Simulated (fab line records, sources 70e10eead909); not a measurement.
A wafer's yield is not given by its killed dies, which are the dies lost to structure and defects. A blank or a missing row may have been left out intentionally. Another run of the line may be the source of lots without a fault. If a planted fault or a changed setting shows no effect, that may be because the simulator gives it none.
Chamber matching :: flow nandHarc :: NHARC_P_GATE_DESCUM_48 on rieDiel-04 has 4 sister chambers
The step chemistry O2, time 3 s. 4 wafers are shown with their chamber, then 8 later ones without.

== WAFERS PAIRED WITH THEIR CHAMBERS ==
wafer: L082.5
chamber: 2
oesProductAu (a.u.): 0.992

wafer: L083.3
chamber: 3
oesProductAu (a.u.): 0.995

wafer: L083.6
chamber: 0
oesProductAu (a.u.): 1.018

wafer: L085.2
chamber: 1
oesProductAu (a.u.): 0.990

== WAFERS WHOSE CHAMBER IS MISSING ==
wafer: L085.5
oesProductAu (a.u.): 1.007

wafer: L085.6
oesProductAu (a.u.): 0.989

wafer: L093.4
oesProductAu (a.u.): 1.008

wafer: L093.5
oesProductAu (a.u.): 1.019

wafer: L093.6
oesProductAu (a.u.): 1.002

wafer: L095.1
oesProductAu (a.u.): 1.000

wafer: L095.4
oesProductAu (a.u.): 0.995

wafer: L095.6
oesProductAu (a.u.): 1.013

== EACH ONE'S CHAMBER ==
wafer: L085.5
from the rows above: can't be placed: 0 or 3 or 2 or 1
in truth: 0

wafer: L085.6
from the rows above: can't be placed: 1 or 2 or 3
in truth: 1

wafer: L093.4
from the rows above: can't be placed: 0 or 3 or 2 or 1
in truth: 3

wafer: L093.5
from the rows above: 0
in truth: 0

wafer: L093.6
from the rows above: can't be placed: 3 or 2 or 1 or 0
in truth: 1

wafer: L095.1
from the rows above: can't be placed: 3 or 2 or 1
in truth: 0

wafer: L095.4
from the rows above: can't be placed: 3 or 2 or 1
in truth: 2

wafer: L095.6
from the rows above: 0
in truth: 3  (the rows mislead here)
1 of 8 placed correctly. Not placeable from these rows: 6 (in 5, the candidates include the true chamber). Placed wrongly: 1.
How it was worked out, from the rows above alone: a wafer's distance from a chamber is the root of the sum, over the readings, of the square of ((its reading less the chamber's mean) divided by the reading's scatter). The wafer belongs to the nearest chamber; if the next one is less than 2 further off, it can't be placed. A chamber's mean is the mean of its shown wafers. The scatter: root of mean squared gap, hidden wafer to nearest shown wafer, with one shown wafer a chamber.
